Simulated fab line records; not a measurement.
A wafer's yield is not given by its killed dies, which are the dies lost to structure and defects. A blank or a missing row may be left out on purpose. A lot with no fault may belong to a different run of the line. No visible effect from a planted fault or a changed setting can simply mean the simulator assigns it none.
Which tool is to blame?	flow n5 finfet	72 wafers from 24 lots sampled at 5 of the route's 1938 steps

## WHAT EACH GAUGE READ, for each wafer
N5_BEOL_M6_CD_MEAS_18: pitch 80 nm, target cd 40 nm.
lot	measured	on	cd nm (nm)
L074	day 8 07:46	cd sem-02	40.5 38.9 40.1
L075	day 8 13:38	cd sem-03	40.8 39.5 39.2
L077	day 8 22:47	cd sem-03	41.5 40.7 40.4
L076	day 9 01:38	cd sem-02	40.3 40.0 40.0
L078	day 9 03:55	cd sem-02	39.1 40.1 39.5
L080	day 9 11:02	cd sem-03	40.2 40.0 41.0
L079	day 9 18:17	cd sem-02	40.2 40.9 39.8
L081	day 10 07:27	cd sem-03	39.9 39.7 40.0
L082	day 10 10:38	cd sem-01	38.6 39.3 38.7
L083	day 10 17:31	cd sem-01	40.9 40.3 39.8
L085	day 11 03:18	cd sem-02	40.8 41.0 39.9
L084	day 11 03:40	cd sem-02	40.0 40.6 40.1
L086	day 11 10:44	cd sem-01	40.0 40.6 40.6
L087	day 11 18:10	cd sem-01	40.5 40.1 40.5
L089	day 11 22:34	cd sem-01	39.6 39.7 40.2
L088	day 12 06:44	cd sem-01	40.0 40.3 39.7
L090	day 12 12:35	cd sem-02	39.7 41.5 41.4
L091	day 12 14:08	cd sem-01	39.4 39.7 41.3
L092	day 13 06:40	cd sem-02	41.2 40.3 40.6
L093	day 13 09:52	cd sem-03	40.6 40.7 40.2
L094	day 13 13:17	cd sem-02	40.7 39.9 41.7
L095	day 14 04:44	cd sem-01	39.2 39.7 39.7
L096	day 14 05:14	cd sem-01	41.9 40.8 40.3
L097	day 14 10:46	cd sem-03	40.2 41.6 40.6

N5_BEOL_M6_CD_MEAS_35: target cd 40 nm, target cd y 28 nm.
lot	measured	on	cd nm (nm)
L074	day 8 09:27	cd sem-02	40.6 39.2 40.4
L075	day 8 14:46	cd sem-03	40.8 39.0 39.7
L077	day 9 00:52	cd sem-03	41.5 40.5 40.3
L076	day 9 05:50	cd sem-02	41.0 39.9 40.2
L078	day 9 05:53	cd sem-01	38.9 40.3 39.8
L080	day 9 13:11	cd sem-01	39.9 39.6 40.8
L079	day 9 19:26	cd sem-01	40.7 41.2 39.9
L081	day 10 14:13	cd sem-02	40.1 40.0 39.9
L082	day 10 14:23	cd sem-02	39.1 39.2 38.8
L083	day 10 19:00	cd sem-01	40.7 40.8 40.3
L085	day 11 07:49	cd sem-01	40.7 41.2 40.4
L084	day 11 07:41	cd sem-01	39.7 40.9 40.8
L086	day 11 14:38	cd sem-02	39.9 40.6 40.8
L087	day 11 20:44	cd sem-01	40.3 39.7 40.5
L089	day 11 23:36	cd sem-02	39.9 40.0 40.5
L088	day 12 08:46	cd sem-02	39.9 40.1 40.2
L090	day 12 15:04	cd sem-01	40.1 41.4 41.2
L091	day 12 15:31	cd sem-01	39.7 39.6 41.3
L092	day 13 08:58	cd sem-02	40.5 40.2 40.9
L093	day 13 11:04	cd sem-03	40.6 41.3 39.9
L094	day 13 14:27	cd sem-02	40.3 39.9 42.2
L095	day 14 09:24	cd sem-01	38.7 39.2 40.1
L096	day 14 09:53	cd sem-01	41.6 41.4 40.5
L097	day 14 12:05	cd sem-03	40.3 41.5 41.0

## TOOL THAT RAN EACH LOT (tool first, then ch and the chambers of the sampled wafers, then the start)
lot	N5_BEOL_M5_SPUTTER_48	N5_BEOL_M5_CO_CAP_78	N5_BEOL_M6_ETCH_72
L074	pvd sputter-03, day 7 22:22	cvd co-01 ch 0,1,2, day 8 03:49	rie diel-01 ch 2,3, day 8 08:54
L075	pvd sputter-03, day 8 06:27	cvd co-02 ch 0,2, day 8 11:47	rie diel-05 ch 0,2,3, day 8 14:13
L077	pvd sputter-03, day 8 15:24	cvd co-01 ch 0,1,2, day 8 20:37	rie diel-01 ch 1,2,3, day 9 00:19
L076	pvd sputter-01, day 8 17:08	cvd co-01 ch 0,1,2, day 8 22:22	rie diel-01 ch 1,2, day 9 05:16
L078	pvd sputter-02, day 8 19:29	cvd co-01 ch 1,2, day 9 00:42	rie diel-04 ch 1,3, day 9 05:20
L080	pvd sputter-02, day 9 02:15	cvd co-01 ch 0,1,2, day 9 07:28	rie diel-05 ch 1,2,3, day 9 12:39
L079	pvd sputter-01, day 9 10:41	cvd co-02 ch 1,2, day 9 15:55	rie diel-04 ch 0,1,2, day 9 18:53
L081	pvd sputter-03, day 9 23:02	cvd co-01 ch 0,1,2, day 10 04:15	rie diel-04 ch 1,2, day 10 13:40
L082	pvd sputter-02, day 10 01:44	cvd co-01 ch 0,1, day 10 07:02	rie diel-01 ch 1,2,3, day 10 13:50
L083	pvd sputter-02, day 10 09:23	cvd co-02 ch 0,2, day 10 14:38	rie diel-05 ch 0,2,3, day 10 18:26
L085	pvd sputter-01, day 10 18:48	cvd co-02 ch 1,2, day 11 00:15	rie diel-04 ch 2,3, day 11 07:15
L084	pvd sputter-02, day 10 19:00	cvd co-01 ch 0,1,2, day 11 00:19	rie diel-05 ch 2,3, day 11 07:09
L086	pvd sputter-01, day 11 02:49	cvd co-02 ch 0,1, day 11 08:22	rie diel-04 ch 0,1,3, day 11 14:05
L087	pvd sputter-03, day 11 10:14	cvd co-02 ch 0,1,2, day 11 15:28	rie diel-01 ch 1,3, day 11 20:11
L089	pvd sputter-01, day 11 12:23	cvd co-01 ch 0,1, day 11 19:22	rie diel-04 ch 0,1, day 11 23:03
L088	pvd sputter-02, day 11 22:38	cvd co-01 ch 0,2, day 12 04:05	rie diel-04 ch 0,1,2, day 12 08:12
L090	pvd sputter-01, day 12 03:16	cvd co-01 ch 0,1, day 12 08:29	rie diel-05 ch 0,1,3, day 12 14:31
L091	pvd sputter-02, day 12 06:34	cvd co-02 ch 0,1,2, day 12 11:49	rie diel-05 ch 2,3, day 12 14:58
L092	pvd sputter-01, day 12 21:32	cvd co-01 ch 0,1,2, day 13 02:45	rie diel-01 ch 0,1,3, day 13 08:25
L093	pvd sputter-02, day 13 01:26	cvd co-02 ch 0,1,2, day 13 06:43	rie diel-05 ch 0,2,3, day 13 10:31
L094	pvd sputter-02, day 13 05:52	cvd co-01 ch 0,1,2, day 13 11:06	rie diel-04 ch 0,1,2, day 13 13:55
L095	pvd sputter-01, day 13 20:59	cvd co-01 ch 0,1, day 14 02:13	rie diel-04 ch 1,3, day 14 08:52
L096	pvd sputter-02, day 13 21:26	cvd co-02 ch 1,2, day 14 02:40	rie diel-04 ch 0,3, day 14 09:19
L097	pvd sputter-03, day 14 00:14	cvd co-02 ch 0,1,2, day 14 05:46	rie diel-05 ch 0,2,3, day 14 11:33
- N5_BEOL_M5_SPUTTER_48: material Cu, target thk 15 nm, time 27.62 s.
- N5_BEOL_M5_CO_CAP_78: material Co, precursor CCTBA/H2, target thk 2 nm, time 102.1 s.
- N5_BEOL_M6_ETCH_72: etches underlayer in N2/H2, target depth 6.5 nm, time 5.2 s.

## AS READ BY THE TOOLS THEMSELVES (means over the sampled wafers that have a number; for cases with no such wafer, the mark the record gives instead)
N5_BEOL_M5_SPUTTER_48.
lot	tool	throttle valve pct (%)
L074	pvd sputter-03	29.2
L075	pvd sputter-03	29.1
L077	pvd sputter-03	29.3
L076	pvd sputter-01	30.6
L078	pvd sputter-02	31.4
L080	pvd sputter-02	30.4
L079	pvd sputter-01	29.7
L081	pvd sputter-03	29.5
L082	pvd sputter-02	30.9
L083	pvd sputter-02	30.9
L085	pvd sputter-01	30.3
L084	pvd sputter-02	30.7
L086	pvd sputter-01	30.4
L087	pvd sputter-03	29.5
L089	pvd sputter-01	30.4
L088	pvd sputter-02	30.5
L090	pvd sputter-01	30.0
L091	pvd sputter-02	30.6
L092	pvd sputter-01	29.7
L093	pvd sputter-02	30.4
L094	pvd sputter-02	31.0
L095	pvd sputter-01	29.7
L096	pvd sputter-02	30.5
L097	pvd sputter-03	29.4

N5_BEOL_M5_CO_CAP_78.
lot	tool	heater power w (W)
L074	cvd co-01	222
L075	cvd co-02	216
L077	cvd co-01	222
L076	cvd co-01	222
L078	cvd co-01	222
L080	cvd co-01	222
L079	cvd co-02	224
L081	cvd co-01	220
L082	cvd co-01	230
L083	cvd co-02	218
L085	cvd co-02	229
L084	cvd co-01	221
L086	cvd co-02	232
L087	cvd co-02	229
L089	cvd co-01	228
L088	cvd co-01	217
L090	cvd co-01	229
L091	cvd co-02	232
L092	cvd co-01	221
L093	cvd co-02	232
L094	cvd co-01	221
L095	cvd co-01	229
L096	cvd co-02	227
L097	cvd co-02	230

N5_BEOL_M6_ETCH_72.
lot	tool	bias w (W)	drypump motor current A (A)	etch rf on time s (s)	oes product au (a.u.)	rf vpp V (V)	showerhead plenum p Torr (Torr)	throttle valve pct (%)
L074	rie diel-01	149.9	5.8	5.41	0.56	523.9	2.51	17.97
L075	rie diel-05	150.9	5.4	5.18	0.71	522.2	2.50	17.57
L077	rie diel-01	150.0	5.3	5.38	0.58	524.8	2.55	17.94
L076	rie diel-01	150.4	5.8	5.37	0.59	523.0	2.55	18.03
L078	rie diel-04	149.5	5.0	5.41	0.65	527.6	2.64	17.96
L080	rie diel-05	150.0	5.5	5.26	0.65	521.7	2.48	17.77
L079	rie diel-04	149.8	5.4	5.22	0.74	523.5	2.55	17.81
L081	rie diel-04	149.8	5.3	5.21	0.65	522.5	2.53	17.77
L082	rie diel-01	149.7	5.3	5.30	0.74	524.4	2.54	17.72
L083	rie diel-05	150.0	5.4	5.22	0.68	523.0	2.49	17.60
L085	rie diel-04	150.3	5.0	5.29	0.58	523.9	2.54	18.03
L084	rie diel-05	150.8	5.1	5.16	0.66	523.6	2.50	17.55
L086	rie diel-04	149.8	5.2	5.23	0.71	525.0	2.60	17.92
L087	rie diel-01	149.6	4.8	5.20	0.66	524.5	2.57	17.84
L089	rie diel-04	150.3	5.4	5.24	0.77	524.0	2.56	17.87
L088	rie diel-04	150.2	5.4	5.18	0.70	522.8	2.54	17.84
L090	rie diel-05	150.0	5.7	5.30	0.65	520.9	2.45	17.87
L091	rie diel-05	149.8	5.1	5.18	0.65	522.9	2.50	17.59
L092	rie diel-01	150.0	4.8	5.21	0.69	523.8	2.52	17.70
L093	rie diel-05	150.2	5.3	5.28	0.66	523.4	2.48	17.66
L094	rie diel-04	150.4	5.4	5.18	0.69	522.4	2.53	17.87
L095	rie diel-04	149.9	5.1	5.26	0.75	526.2	2.66	17.72
L096	rie diel-04	150.4	5.1	5.25	0.80	524.2	2.55	17.76
L097	rie diel-05	149.4	5.3	5.18	0.66	522.8	2.48	17.66

## THE ANSWER, worked out from the rows above alone
Rule: what is usual is taken from the lots themselves. The widest of any qualifying gaps counts: lots, ordered by their means at a reading, are off when they make up no more than a third of the lots, leave a main group of 4 or more, and stand apart from it by 3 or more times the standard deviation of that group's means. The tables above print the reading to a certain number of digits; a main group whose means all agree to those digits is not used. Also off: a lot with no number at a reading for which 4 or more lots have one. Any other lot the step has rows for is counted as sound. Order of review: gauges by route order, followed by the tools' own readings, for which a lot's mean as printed above is used. The first step at which some lot is off is used, and at that step the reading that is off furthest; a lot without a number counts as furthest.
No lot is off at any reading shown: from this, nothing can be told.

## WHAT THE SIMULATOR HAD PUT IN
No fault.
